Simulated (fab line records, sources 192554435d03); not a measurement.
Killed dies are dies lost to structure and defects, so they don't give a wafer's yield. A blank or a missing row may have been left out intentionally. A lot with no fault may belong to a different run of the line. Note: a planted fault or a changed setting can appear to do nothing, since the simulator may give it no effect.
Struck lot and sound lot, side by side -- flow n5Finfet -- 16 out of 1938 route steps
Sound: wafers L464.1, L464.3, L464.5. Struck: wafer L472.2 (L472.3, L472.4, from the same lot, were not struck and are left out); the cause is given at the end.
For every step that has rows: the tool of each side, followed by ch and its chambers, followed by its first start. Under that, the readings that differ: sound wafers -- struck wafers -- difference of the means -- sigmas: that difference in standard deviations of wafers without a fault.
alike: readings whose means differ by less than 2 such deviations, and words and numbers that are the same on both sides. not compared: withheld readings, readings that some wafer has no value for, bounds like >300 that may hide the same value, and numbers for which the record gives no deviation and whose values overlap.
A row with sigmas, a row that says differs or no value, or rows on one side alone: a step with any of these is where the two part. Non-overlapping numbers with no deviation appear without sigmas and do not part them. Lack of a reading on every wafer of one side parts them only where that side has two or more wafers.

first, 4 steps without rows for these wafers: N5_BEOL_M4_SOFTBAKE_23 (time 60 s); N5_BEOL_M4_EXPOSE_25 (exposes mask V3, defocus 5 nm); N5_BEOL_M4_PEB_26 (peb time 60 s); N5_BEOL_M4_DEVELOP_27 (develop time 30 s).
N5_BEOL_M4_CD_MEAS_28: target cd 26.2 nm, target cd y 24.1 nm.
  sound on cdSem-01 ch 0, day 10 02:52; struck on cdSem-01 ch 0, day 11 03:51
  alike: cdNm
N5_BEOL_M4_OVL_MEAS_29:
  sound on overlay-02 ch 0, day 10 02:54; struck on overlay-01 ch 0, day 11 03:53
  alike: V3_OVL
N5_BEOL_M4_INSPECT_30: inspects for defects (brightfield).
  struck on defectInspect-01, day 11 03:56; sound on defectInspect-01, day 10 02:58
  alike: rawDefectCount
N5_BEOL_M4_DESCUM_33: chemistry O2, time 7 s.
  sound on rieDiel-02 ch 0,3, day 10 02:59; struck on rieDiel-04 ch 2, day 11 04:03
reading,sound,struck,difference,sigmas
rfVppV (V),242.2 244.9 243.1,241.1,-2.3,-2
  alike: drypumpMotorCurrentA, oesProductAu, showerheadPlenumPTorr, throttleValvePct
  not compared: rfHoursCounterH
N5_BEOL_M4_ETCH_77: etches underlayer in N2/H2, target depth 6.5 nm, time 5.2 s.
  sound on rieDiel-02 ch 0,3, day 10 03:02; struck on rieDiel-04 ch 2, day 11 04:05
  alike: drypumpMotorCurrentA, etchRfOnTimeS, oesProductAu, rfVppV, showerheadPlenumPTorr, throttleValvePct
  not compared: rfHoursCounterH
N5_BEOL_M4_ETCH_69: etches SiARC in CF4, target depth 15.6 nm, time 26 s.
  sound on rieDiel-02 ch 0,3, day 10 03:02; struck on rieDiel-04 ch 2, day 11 04:06
  alike: drypumpMotorCurrentA, etchRfOnTimeS, oesProductAu, rfVppV, showerheadPlenumPTorr, throttleValvePct
  not compared: rfHoursCounterH
N5_BEOL_M4_ALD_98: deposits SiO2, target thk 2.5 nm, pulse time 1 s, co reactant pulse time 1 s.
  sound on aldSin-02 ch 0,1,2, day 10 03:08; struck on aldSin-03 ch 3, day 11 04:11
  alike: heaterPowerOuterW, heaterPowerW, precursorPulseHeightRel
N5_BEOL_M4_ETCHBACK_99: etches SiO2 in CHF3, target depth 5 nm, time 10.4 s.
  sound on rieDiel-02 ch 0,1,2, day 10 22:04; struck on rieDiel-02 ch 2, day 12 06:50
  alike: drypumpMotorCurrentA, oesProductAu, rfVppV, showerheadPlenumPTorr, throttleValvePct
  not compared: rfHoursCounterH
N5_BEOL_M4_ETCH_70: etches SOC in N2/H2, target depth 80 nm, overetch 24 nm, time 130 s.
  sound on rieDiel-02 ch 0,1,2, day 10 22:07; struck on rieDiel-02 ch 2, day 12 06:53
reading,sound,struck,difference,sigmas
runLengthS (s),153.2 153.3 153.5,128.9,-24.4,-52
model.SiARC_of_BEOL_M4_COAT_68.thkNm (nm),5.8 5.8 5.8,7,+1,
  alike: drypumpMotorCurrentA, oesProductAu, rfVppV, showerheadPlenumPTorr, throttleValvePct
  not compared: rfHoursCounterH
then, 1 step without rows for these wafers: N5_BEOL_M4_STRIP_71 (strips in N2/H2).
N5_BEOL_M4_RC_MEAS_101:
  sound on prober-01 ch 0, day 11 04:30; struck on prober-01 ch 0, day 12 12:18
  alike: DIBL_N, DIBL_P, IOFF_N, IOFF_P, ION_N, ION_P, SS_N, SS_P, VT_N, VT_P
-- a jump in the record: the struck wafers' starts before and after are 4 days apart (it breaks off in module BEOL_M4 and resumes in module PASSIVATION, where the first step shown is number 1936 of the route) --
N5_PASSIVATION_PROBE_49:
  struck on prober-01, day 16 20:47; sound on prober-01, day 15 05:40
reading,sound,struck,difference,sigmas
killedAtFrontEnd,24 31 36,62,+32,+3
  alike: defectLimitedYield, killed_at_M0_to_M3, killed_at_M4_up, killedAtContacts, killedAtOther, killedDies, killedOnRim, killedOpen, killedShort, sort_bin_5_function, sort_bin_6_memory, sortNPass, sortYieldPct

== WHERE THEY PART ==
Earliest at N5_BEOL_M4_DESCUM_33; latest, in this record, at N5_PASSIVATION_PROBE_49.

WHY: what the simulator had put in
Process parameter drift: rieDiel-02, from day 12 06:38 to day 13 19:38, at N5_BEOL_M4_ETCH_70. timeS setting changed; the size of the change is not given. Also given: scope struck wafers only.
